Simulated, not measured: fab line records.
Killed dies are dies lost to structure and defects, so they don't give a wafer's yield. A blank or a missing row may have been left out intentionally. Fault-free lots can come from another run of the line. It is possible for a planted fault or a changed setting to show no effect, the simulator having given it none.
Chamber matching || flow nand_harc || 3 sister chambers for NHARC_A_STAIRCASE_DEP_259 on pecvd-03
The step deposits SiON, target thk 30 nm. 3 wafers are shown with their chamber, then 12 later ones without.

## WAFERS PAIRED WITH THEIR CHAMBERS
{"wafer": "L090.4", "chamber": 1, "heater_power_w (W)": 840}
{"wafer": "L090.5", "chamber": 2, "heater_power_w (W)": 870}
{"wafer": "L090.6", "chamber": 0, "heater_power_w (W)": 583}

## WAFERS MISSING THEIR CHAMBER
{"wafer": "L092.4", "heater_power_w (W)": 625}
{"wafer": "L092.5", "heater_power_w (W)": 896}
{"wafer": "L092.6", "heater_power_w (W)": 877}
{"wafer": "L091.2", "heater_power_w (W)": 764}
{"wafer": "L091.4", "heater_power_w (W)": 637}
{"wafer": "L091.5", "heater_power_w (W)": 792}
{"wafer": "L097.1", "heater_power_w (W)": 956}
{"wafer": "L097.4", "heater_power_w (W)": 798}
{"wafer": "L097.5", "heater_power_w (W)": 622}
{"wafer": "L096.1", "heater_power_w (W)": 856}
{"wafer": "L096.4", "heater_power_w (W)": 895}
{"wafer": "L096.6", "heater_power_w (W)": 609}

## THE CHAMBER EACH PASSED THROUGH
{"wafer": "L092.4", "from the rows above": 0, "in truth": 0}
{"wafer": "L092.5", "from the rows above": "can't be placed: 2 or 1", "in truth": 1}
{"wafer": "L092.6", "from the rows above": "can't be placed: 2 or 1", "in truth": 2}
{"wafer": "L091.2", "from the rows above": "can't be placed: 1 or 2", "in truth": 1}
{"wafer": "L091.4", "from the rows above": 0, "in truth": 0}
{"wafer": "L091.5", "from the rows above": "can't be placed: 1 or 2", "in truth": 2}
{"wafer": "L097.1", "from the rows above": "can't be placed: 2 or 1", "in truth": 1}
{"wafer": "L097.4", "from the rows above": "can't be placed: 1 or 2", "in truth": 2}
{"wafer": "L097.5", "from the rows above": 0, "in truth": 0}
{"wafer": "L096.1", "from the rows above": "can't be placed: 2 or 1", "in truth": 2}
{"wafer": "L096.4", "from the rows above": "can't be placed: 2 or 1", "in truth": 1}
{"wafer": "L096.6", "from the rows above": 0, "in truth": 0}
Correctly placed: 4 of 12. Unplaceable from these rows: 8, with the true chamber sitting among the candidates in 8. 0 placed wrongly.
How it was worked out, from the rows above alone: a wafer's distance from a chamber is the root of the sum, over the readings, of the square of ((its reading less the chamber's mean) divided by the reading's scatter). If the next closest chamber is less than 2 further off than the closest, the wafer can't be placed; otherwise it belongs to the closest. For every chamber, the mean is computed from those of its wafers that are shown. The scatter: root of mean squared gap, hidden wafer to nearest shown wafer, with one shown wafer a chamber.
